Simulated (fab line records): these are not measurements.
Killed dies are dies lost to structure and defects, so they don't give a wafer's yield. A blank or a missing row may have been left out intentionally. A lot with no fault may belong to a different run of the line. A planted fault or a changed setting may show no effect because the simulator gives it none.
Which tool is to blame? | flow n5 finfet | at 1 step of a route of 1938, 11 lots with 33 wafers sampled

## WHAT THE GAUGES READ, wafer by wafer
N5_START_INSPECT_01: inspects for defects (unpatterned scan).
lot  | measured    | on                | raw defect count
L611 | day 1 12:02 | defect inspect-02 | 4 7 5
L615 | day 2 12:02 | defect inspect-02 | 8 7 9
L617 | day 3 00:02 | defect inspect-02 | 9 8 8
L620 | day 3 18:02 | defect inspect-02 | 6 4 8
L622 | day 4 06:02 | defect inspect-01 | 5 9 6
L623 | day 4 12:02 | defect inspect-01 | 7 3 9
L627 | day 5 12:02 | defect inspect-02 | 4 9 4
L629 | day 6 00:02 | defect inspect-02 | 7 5 9
L632 | day 6 18:02 | defect inspect-02 | 9 2 2
L633 | day 7 00:02 | defect inspect-01 | 5 6 4
L634 | day 7 06:02 | defect inspect-01 | 10 8 2

## EACH LOT AND THE TOOL THAT RAN IT (in order: tool; ch and the chambers of the sampled wafers; start)
There is no process step in the record ahead of these readings.

## WHAT THE TOOLS THEMSELVES READ (means of the sampled wafers that have a number; where no wafer has one, the mark that the record gives instead)
The record holds no such reading with a usual standard deviation.

## THE ANSWER, worked out from the rows above alone
Rule: the usual values come from the lots themselves. Put in order of their means at a reading, lots are off if they are a third of the lots or fewer, leave a main group of 4 or more, and stand apart from it by a gap of 3 or more times the standard deviation of the main group's means; of several such gaps the widest counts. If all means in a main group match to the digits the tables above print for the reading, that group is not used. A lot without any number at a reading at which 4 lots or more have one is off too. All remaining lots with rows at the step are treated as sound. The gauges are gone through in route order, then the tools' own readings, and for those a lot's mean is taken as printed above. At the first step where some lot is off, the reading lying furthest off is the one used; lots without a number count as furthest.
No lot is off on any of the readings shown, so nothing can be concluded from this.

## WHAT HAD BEEN PUT IN BY THE SIMULATOR
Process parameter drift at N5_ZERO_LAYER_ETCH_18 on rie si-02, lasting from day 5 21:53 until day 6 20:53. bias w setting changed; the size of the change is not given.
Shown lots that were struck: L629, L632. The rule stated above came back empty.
